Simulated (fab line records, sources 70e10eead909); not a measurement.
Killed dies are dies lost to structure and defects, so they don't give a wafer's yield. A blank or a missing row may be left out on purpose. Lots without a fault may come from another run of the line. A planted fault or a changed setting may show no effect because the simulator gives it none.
One fault seen from 2 desks | flow nand_harc | each desk has only its own numbers; what lay behind them comes last

THE DEFECT DESK
What the inspections along the route counted, lot by lot: means of the sampled wafers that have a number. A lot is out of limits, marked OUT, if its mean lies more than 4 standard deviations from the usual mean; the brackets give that distance.
Columns: A = raw_defect_count at NHARC_A_CHANNEL_HOLE_D1_INSPECT_40, usual 65
lot  | first seen here | A
L410 | day 8 16:11     | 82
L412 | day 8 22:00     | 51
L411 | day 8 22:34     | 73
L419 | day 10 22:10    | 308 (+15) OUT
L417 | day 10 23:49    | 52
L423 | day 11 15:52    | 317 (+16) OUT
L425 | day 12 08:43    | 60
L426 | day 12 14:25    | 63
L427 | day 12 23:16    | 83
L430 | day 13 05:13    | 79
L431 | day 13 18:47    | 89
L432 | day 14 01:07    | 61
This desk's finding: out of limits on L419, L423; first on L419, day 10 22:10 (raw_defect_count at NHARC_A_CHANNEL_HOLE_D1_INSPECT_40). In limits: L410, L412, L411, L417, L425, L426, L427, L430, L431, L432.

THE METROLOGY DESK
What the gauges read, lot by lot, whatever tool the lot ran on: means of the sampled wafers that have a number. A lot is out of limits, marked OUT, if its mean lies more than 4 standard deviations from the usual mean; the brackets give that distance.
Columns: A = thk_nm at NHARC_A_ONON_D1_THK_MEAS_14, usual 1000 nm
lot  | first seen here | A
L410 | day 7 17:04     | 1002
L411 | day 7 22:23     | 989
L412 | day 7 22:24     | 1005
L419 | day 9 21:36     | 1008
L417 | day 9 21:46     | 1000
L423 | day 10 18:16    | 1005
L425 | day 11 09:49    | 988
L426 | day 11 18:32    | 998
L427 | day 12 02:37    | 1009
L430 | day 12 09:22    | 995
L431 | day 12 19:02    | 988
L432 | day 13 01:14    | 1009
This desk's finding: nothing out of limits on any of the 12 lots.

PUT TOGETHER
The defect desk could have raised an alarm at day 10 22:10, on L419, L423.
The metrology desk saw nothing out of limits.
The metrology desk has L419, L423 on record, within its limits.
Of the lots named, all ran NHARC_A_CHANNEL_HOLE_D1_STRIP_41 on rie_diel-05.

WHAT THE SIMULATOR HAD PUT IN
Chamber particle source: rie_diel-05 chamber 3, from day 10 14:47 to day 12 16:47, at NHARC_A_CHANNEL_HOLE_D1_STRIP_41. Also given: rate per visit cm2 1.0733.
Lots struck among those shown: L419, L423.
Hours from the fault's start to each desk's first reading out of limits: the defect desk, 7.
